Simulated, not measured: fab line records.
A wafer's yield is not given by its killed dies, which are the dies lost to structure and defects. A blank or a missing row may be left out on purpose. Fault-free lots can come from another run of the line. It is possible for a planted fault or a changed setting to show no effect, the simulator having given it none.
fab line records	flow nandHarc
[record] lots = 14	wafers = 40	lastDay = 33
route steps=1302 shown THIN_TSV@1268
lots that met no fault: taken from a fault-free run of the same line
startH: hours from the record's opening day to when the first of the lot's shown wafers began	waitH: hours elapsed since this lot's preceding step	" identical to the entry in the row above	L1.1+2: one row covering several wafers at once	- value missing, or start not given	* or withheld: withheld	< > ~ a bound
route shown NAME@n: names a module that has steps shown in the file, with the first one's number in the route	usual: mean and standard deviation over wafers with no fault	same: alike in all rows	chamber/n: place in a boat	sites: per-site readings	_std_site: their standard deviation	_edge_site: mean of outer sites minus mean of inner sites	radiusMm: for every site, how far away it sits from the centre of the wafer	mask NAME#n: copy n	behind: the tool/chamber that last shaped the wafer	hold: what put the lot on hold/how long, in hours/how the hold closed	device: which transistor (n, p or np) failed to switch	end of line: the tests these same wafers got at the end of their route	a step without rows: its recipe alone	killed: the dies lost at the first sort to structure and to defects; this is not the yield of the wafer	map: per-die view of a wafer (x killed, . not killed, _ where there is no die)
set.NAME: the setting as run; set.NAME@STEP: as run at that earlier step	model.NAME: the simulator's own value behind a step, which no gauge read
a sample of lots followed through the steps of the route, with each step as a table and each wafer as a row
services: from which hour (startH, from the record's first day; less than 0 if before it) a tool's chamber was out of use, for how many hours, and why
[[steps]]
[step NHARC_THIN_TSV_ETCHBACK_48]
[recipe] targetDepthA = 10285	overEtchFrac = 0.3	timeS = 405.17	ionEnergyEv = 250	c4f8FlowSccm = withheld	arFlowSccm = withheld	rfW = 600	biasW = 300	chemistry = C4F8/Ar
[usual] biasW = 300.1/0.87	oesProductAu = 0.95/0.035	rfFwdPowerW = 598.8/1.7	rfVppV = 546/3.7
lot.wafer	tool	chamber	startH	waitH	biasW	oesProductAu	rfFwdPowerW	rfHoursCounterH	rfVppV
L837.1	rieDiel-11	1	550.72	-	299.3	0.91	601.5	9	549
L837.4	"	0	"	"	300.5	0.93	599.1	-	543
L837.5	"	0	"	"	300.9	0.93	596.5	-	543
L839.1	rieDiel-11	2	585.18	-	301.4	1.00	598.4	8	552
L839.3	"	0	"	"	298.4	0.92	598.3	13	543
L839.5	"	2	"	"	301.2	0.99	600.3	-	552
L844.3	rieDiel-07	2	602.10	-	300.1	0.92	600.0	6	546
L844.2	"	1	"	"	300.0	0.92	600.4	6	549
L844.6	"	1	"	"	300.8	0.93	599.1	-	552
L843.4	rieDiel-07	0	608.79	-	300.6	0.91	599.9	6	547
L845.2	rieDiel-11	2	632.57	-	301.5	1.01	601.1	0	552
L845.5	"	2	"	"	300.3	1.02	599.9	-	553
L845.6	"	3	"	"	301.2	1.00	597.2	-	542
L850.4	rieDiel-11	3	683.93	-	299.7	0.96	597.2	4	543
L850.2	"	0	"	"	298.4	0.94	597.6	4	543
L850.5	"	2	"	"	298.8	0.99	602.2	-	551
L851.2	rieDiel-09	3	692.03	-	299.7	0.99	596.4	0	551
L851.3	"	0	"	"	300.4	1.01	597.8	0	546
L851.5	"	2	"	"	301.4	1.01	599.3	-	542
L852.4	rieDiel-11	2	692.86	-	300.4	0.94	601.5	5	553
L852.2	"	0	"	"	299.9	0.91	599.0	4	543
L852.3	"	1	"	"	299.5	0.91	600.0	5	548
L853.3	rieDiel-11	3	701.77	-	298.7	0.93	599.6	5	542
L853.2	"	0	"	"	298.9	0.91	597.6	5	543
L853.6	"	2	"	"	300.1	0.93	597.9	-	551
L854.3	rieDiel-09	2	706.18	-	299.1	1.00	594.0	1	543
L854.2	"	3	"	"	298.7	0.99	600.1	1	554
L854.6	"	3	"	"	298.9	0.98	599.2	-	551
L855.3	rieDiel-07	2	723.60	0.4	300.0	0.92	600.4	4	548
L855.6	"	3	"	"	299.6	0.93	598.4	-	546
L855.5	"	0	"	"	299.2	0.93	597.3	-	546
L858.3	rieDiel-11	0	749.85	-	299.9	0.92	598.0	8	543
L858.1	"	2	"	"	299.5	0.94	599.0	8	553
L858.2	"	3	"	"	299.3	0.92	598.5	8	544
L859.1	rieDiel-11	2	761.33	-	300.4	0.93	597.6	9	550
L859.2	"	3	"	"	300.4	0.91	598.9	9	544
L859.6	"	3	"	"	300.8	0.92	597.5	-	543
L860.1	rieDiel-11	3	776.26	-	298.4	0.93	598.3	10	542
L860.3	"	0	"	"	300.5	0.91	596.8	9	542
L860.5	"	0	"	"	300.2	0.92	597.7	-	545
[step NHARC_THIN_TSV_STRIP_62]
[recipe] powerW = 1500	tempC = 250	timeS = 20	chemistry = N2/H2
[usual] drypumpMotorCurrentA = 5.6/0.35	heaterPowerW = 338/27
lot.wafer	tool	chamber	startH	waitH	drypumpMotorCurrentA	heaterPowerW	rfHoursCounterH
L837.1	plasmaAsher-02	0	551.22	0.4	5.7	353	26
L837.4	"	1	"	"	5.2	327	-
L837.5	"	0	"	"	5.7	344	-
L839.1	plasmaAsher-02	0	585.53	-	5.7	361	34
L839.3	"	0	"	"	5.7	367	-
L839.5	"	0	"	"	5.7	355	-
L844.2	plasmaAsher-01	1	602.54	-	5.6	290	16
L844.3	"	1	"	"	5.5	296	-
L844.6	"	0	"	"	6.2	371	-
L843.4	plasmaAsher-01	0	609.18	-	6.2	395	-
L845.2	plasmaAsher-02	1	632.95	-	5.2	343	4
L845.5	"	0	"	"	5.6	338	-
L845.6	"	1	"	"	5.2	335	-
L850.2	plasmaAsher-02	1	684.22	-	5.2	344	14
L850.4	"	0	"	"	5.7	336	-
L850.5	"	1	"	"	5.2	339	-
L851.2	plasmaAsher-02	1	692.35	-	5.2	334	17
L851.3	"	1	"	"	5.2	336	-
L851.5	"	0	"	"	5.7	339	-
L852.2	plasmaAsher-01	1	693.22	-	5.5	298	35
L852.4	"	1	"	"	5.5	290	-
L852.3	"	0	"	"	6.2	367	-
L853.2	plasmaAsher-02	1	702.19	-	5.2	343	21
L853.3	"	0	"	"	5.7	344	-
L853.6	"	0	"	"	5.7	332	-
L854.2	plasmaAsher-01	0	706.56	-	6.2	374	0
L854.3	"	0	"	"	6.2	373	-
L854.6	"	1	"	"	5.6	284	-
L855.3	plasmaAsher-02	0	723.91	-	5.6	349	-
L855.5	"	1	"	"	5.2	342	-
L855.6	"	0	"	"	5.6	338	-
L858.2	plasmaAsher-02	0	750.21	-	5.7	330	30
L858.1	"	1	"	"	5.2	343	30
L858.3	"	1	"	"	5.2	337	-
L859.1	plasmaAsher-01	1	761.69	-	5.6	278	11
L859.2	"	0	"	"	6.2	373	11
L859.6	"	0	"	"	6.2	381	-
L860.1	plasmaAsher-01	0	776.64	-	6.3	375	14
L860.3	"	1	"	"	5.5	275	-
L860.5	"	1	"	"	5.5	281	-
[step NHARC_THIN_TSV_CD_MEAS_33]
[recipe] targetCdNm = 5000	landingEnergyEv = 500
[usual] cdNm = 4999.5/1.5
lot.wafer	tool	chamber	startH	waitH	cdNm
L837.1	cdSem-01	0	554.52	-	5003.1
L837.4	"	0	"	"	5000.7
L837.5	"	0	"	"	4999.2
L839.1	cdSem-01	0	589.12	-	4998.8
L839.3	"	0	"	"	4998.4
L839.5	"	0	"	"	4999.0
L844.2	cdSem-02	0	606.13	-	4999.8
L844.3	"	0	"	"	5002.2
L844.6	"	0	"	"	5000.6
L843.4	cdSem-01	0	612.49	-	4999.6
L845.2	cdSem-01	0	636.24	-	5001.8
L845.5	"	0	"	"	4999.2
L845.6	"	0	"	"	5000.2
L850.2	cdSem-03	0	687.38	-	4999.1
L850.4	"	0	"	"	4999.1
L850.5	"	0	"	"	4999.4
L851.2	cdSem-02	0	695.56	-	4999.1
L851.3	"	0	"	"	4999.3
L851.5	"	0	"	"	5001.0
L852.2	cdSem-02	0	696.51	-	4997.6
L852.3	"	0	"	"	4999.6
L852.4	"	0	"	"	4997.8
L853.2	cdSem-02	0	705.33	-	4997.9
L853.3	"	0	"	"	4996.6
L853.6	"	0	"	"	4999.5
L854.2	cdSem-02	0	709.70	-	4999.1
L854.3	"	0	"	"	5000.3
L854.6	"	0	"	"	5000.2
L855.3	cdSem-01	0	727.22	-	4999.1
L855.5	"	0	"	"	4998.3
L855.6	"	0	"	"	5002.3
L858.1	cdSem-02	0	753.38	-	4999.5
L858.2	"	0	"	"	4997.8
L858.3	"	0	"	"	5000.4
L859.1	cdSem-02	0	764.98	-	5000.0
L859.2	"	0	"	"	4999.8
L859.6	"	0	"	"	5001.1
L860.1	cdSem-01	0	780.08	-	5000.0
L860.3	"	0	"	"	4998.7
L860.5	"	0	"	"	5000.1
[step NHARC_THIN_TSV_ETCH_59]
[recipe] targetDepthA = 8800	icpW = 900	biasW = 100	Cl2_flow_sccm = 60	bcl3FlowSccm = 30	timeS = 138.1	chemistry = Cl2/BCl3
[usual] biasW = 100.0/0.32	drypumpMotorCurrentA = 5.90/0.28	oesProductAu = 0.999/0.011	rfFwdPowerW = 894.8/2.8	throttleValvePct = 22.264/0.009
lot.wafer	tool	chamber	startH	waitH	biasW	drypumpMotorCurrentA	oesProductAu	rfFwdPowerW	rfHoursCounterH	throttleValvePct
L837.1	rieMetal-03	1	554.88	0.2	99.9	5.99	0.995	894.1	0.5	22.253
L837.4	"	1	"	"	99.8	5.97	1.000	896.0	-	22.261
L837.5	"	1	"	"	99.8	5.96	0.997	899.5	-	22.260
L839.1	rieMetal-03	1	589.45	0.2	99.9	5.99	1.008	894.6	1.0	22.267
L839.3	"	1	"	"	100.0	5.99	1.003	896.2	-	22.275
L839.5	"	1	"	"	99.8	6.01	1.008	893.8	-	22.256
L844.2	rieMetal-03	1	606.42	0.1	100.0	6.01	0.993	893.7	1.4	22.269
L844.3	"	0	"	"	100.2	5.70	1.007	896.0	-	22.278
L844.6	"	0	"	"	100.3	5.72	0.997	896.1	-	22.267
L843.4	rieMetal-03	1	612.87	0.2	100.1	6.01	0.954	896.1	-	22.264
L845.2	rieMetal-03	1	636.53	0.1	101.0	6.01	0.956	896.7	2.1	22.277
L845.6	"	1	"	"	100.7	5.98	0.943	894.1	-	22.267
L845.5	"	0	"	"	99.9	5.70	0.948	895.1	-	22.269
L850.2	rieMetal-02	0	687.67	0.1	100.0	5.90	0.996	893.6	0.4	22.272
L850.4	"	1	"	"	100.1	5.58	0.979	889.8	-	22.262
L850.5	"	0	"	"	99.8	5.86	0.987	894.2	-	22.268
L851.2	rieMetal-02	1	695.89	0.1	99.8	5.61	0.985	898.3	0.6	22.274
L851.3	"	1	"	"	99.7	5.60	0.983	893.6	-	22.284
L851.5	"	0	"	"	99.6	5.91	0.983	898.1	-	22.276
L852.2	rieMetal-01	0	696.85	0.2	99.9	6.62	1.008	889.8	2.2	22.268
L852.4	"	1	"	"	100.9	6.12	1.030	893.4	-	22.263
L852.3	"	0	"	"	99.4	6.61	1.005	893.6	-	22.264
L853.2	rieMetal-03	0	705.65	0.2	100.5	5.68	0.995	896.2	0.0	22.265
L853.3	"	0	"	"	99.8	5.68	0.993	897.1	-	22.258
L853.6	"	1	"	"	99.9	5.98	0.995	893.5	-	22.275
L854.2	rieMetal-02	1	710.02	0.1	100.4	5.60	0.989	891.5	1.1	22.272
L854.3	"	1	"	"	100.3	5.59	0.989	888.7	-	22.262
L854.6	"	0	"	"	99.7	5.90	0.989	894.4	-	22.275
L855.3	rieMetal-03	1	727.61	0.2	100.1	5.99	0.982	890.6	-	22.261
L855.5	"	0	"	"	100.4	5.65	0.983	891.0	-	22.264
L855.6	"	1	"	"	100.2	5.96	0.988	896.8	-	22.275
L858.1	rieMetal-03	0	753.67	0.1	99.9	5.72	1.007	898.8	1.0	22.256
L858.2	"	1	"	"	100.2	6.00	0.989	893.2	1.0	22.276
L858.3	"	0	"	"	100.0	5.70	0.999	894.3	-	22.248
L859.1	rieMetal-03	1	765.27	0.1	100.4	5.98	0.983	891.0	1.4	22.271
L859.2	"	0	"	"	100.3	5.70	0.989	891.8	1.4	22.258
L859.6	"	1	"	"	100.3	5.98	0.981	891.2	-	22.251
L860.1	rieMetal-03	0	780.36	0.1	100.0	5.68	1.011	899.9	1.6	22.255
L860.3	"	0	"	"	99.8	5.66	1.001	898.8	-	22.263
L860.5	"	1	"	"	100.2	5.97	0.998	891.2	-	22.261
[[services]]
tool	chamber	startH	hours	kind
rieMetal-03	0	528.00	-	clean
rieMetal-02	-	530.85	1.0	repair
rieDiel-11	3	535.36	21.3	repair
rieDiel-11	2	539.79	16.3	repair
rieDiel-11	-	541.86	1.2	repair
rieMetal-01	-	575.00	9.0	pm
rieDiel-07	0	601.91	3.2	repair
plasmaAsher-02	-	603.08	9.0	pm
rieDiel-11	-	609.50	9.0	pm
rieMetal-02	-	631.00	9.0	pm
rieDiel-07	-	648.23	9.0	pm
rieDiel-07	1	669.77	2.2	repair
rieDiel-09	-	674.13	9.0	pm
rieDiel-11	-	675.27	3.4	repair
plasmaAsher-01	-	696.00	9.0	pm
rieMetal-03	-	696.00	9.0	pm
plasmaAsher-01	-	711.36	5.4	repair
rieDiel-09	3	712.17	6.4	repair
rieMetal-03	-	720.14	2.9	repair
rieDiel-09	1	728.40	2.9	repair
rieDiel-09	3	733.17	5.3	repair
rieMetal-01	-	752.00	9.0	pm
rieDiel-09	-	764.14	0.4	repair
plasmaAsher-02	-	780.08	9.0	pm
[[key]]
[firstSign] step = NHARC_THIN_TSV_ETCH_59	reading = oesProductAu	direction = down	sigmas = 4.6	usual = 0.999	struck = 0.950
effect none on later readings
metAt NHARC_THIN_TSV_ETCH_59
struckLots L843,L845
sortLeftOut L843.4,L845.2,L845.5,L845.6
notActingAt NHARC_THIN_TSV_ETCHBACK_48,NHARC_THIN_TSV_STRIP_62,NHARC_THIN_TSV_CD_MEAS_33
onsetBetween 606.42 612.87
[fault] kind = processParameterDrift	tool = rieMetal-03	chamber = -	onsetH = 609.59	steps = NHARC_THIN_TSV_ETCH_59	channel = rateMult	offset = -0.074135	shape = step	endH = 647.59
// sortLeftOut: the simulated sort isn't trusted on such a fault, so these wafers' sort isn't shown, and their yield isn't known
